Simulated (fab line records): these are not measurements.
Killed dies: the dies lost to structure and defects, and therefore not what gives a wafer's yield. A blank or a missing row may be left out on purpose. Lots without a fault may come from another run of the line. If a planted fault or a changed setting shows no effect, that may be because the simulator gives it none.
Which of the tools did it? / flow nand-harc / 36 wafers sampled from 12 lots at 1 step of a route of 1302

## WHAT THE GAUGES READ, wafer by wafer
NHARC_P_STI_INSPECT_25.
lot=L075; measured=day 4 08:33; on=defect-inspect-02; raw-defect-count=204 142 254
lot=L077; measured=day 5 03:34; on=defect-inspect-01; raw-defect-count=275 220 343
lot=L079; measured=day 6 00:03; on=defect-inspect-02; raw-defect-count=102 195 175
lot=L081; measured=day 6 23:45; on=defect-inspect-02; raw-defect-count=259 314 387
lot=L083; measured=day 7 22:33; on=defect-inspect-02; raw-defect-count=310 233 205
lot=L085; measured=day 8 15:10; on=defect-inspect-01; raw-defect-count=226 299 296
lot=L087; measured=day 9 09:34; on=defect-inspect-01; raw-defect-count=167 211 111
lot=L089; measured=day 10 04:14; on=defect-inspect-02; raw-defect-count=242 411 338
lot=L091; measured=day 11 01:49; on=defect-inspect-01; raw-defect-count=245 217 235
lot=L093; measured=day 11 18:53; on=defect-inspect-02; raw-defect-count=191 259 231
lot=L095; measured=day 12 20:47; on=defect-inspect-02; raw-defect-count=117 163 139
lot=L097; measured=day 13 14:16; on=defect-inspect-01; raw-defect-count=302 302 191

## WHAT TOOL EACH LOT RAN ON (gives the tool, then ch and the chambers of the sampled wafers, and finally the start)
The record holds no process step before these readings.

## THE ANSWER, worked out from the rows above alone
Rule: what is usual is taken from the lots themselves. The widest of any qualifying gaps counts: lots, ordered by their means at a reading, are off when they make up no more than a third of the lots, leave a main group of 4 or more, and stand apart from it by 3 or more times the standard deviation of that group's means. Not used: any main group whose means are identical at the precision the tables above print for the reading. A lot without any number at a reading at which 4 lots or more have one is off too. Where the step has rows for the other lots, those lots are counted as sound.
Nothing can be told from this: no lot is off at any reading shown.

## WHAT THE SIMULATOR HAD PUT IN
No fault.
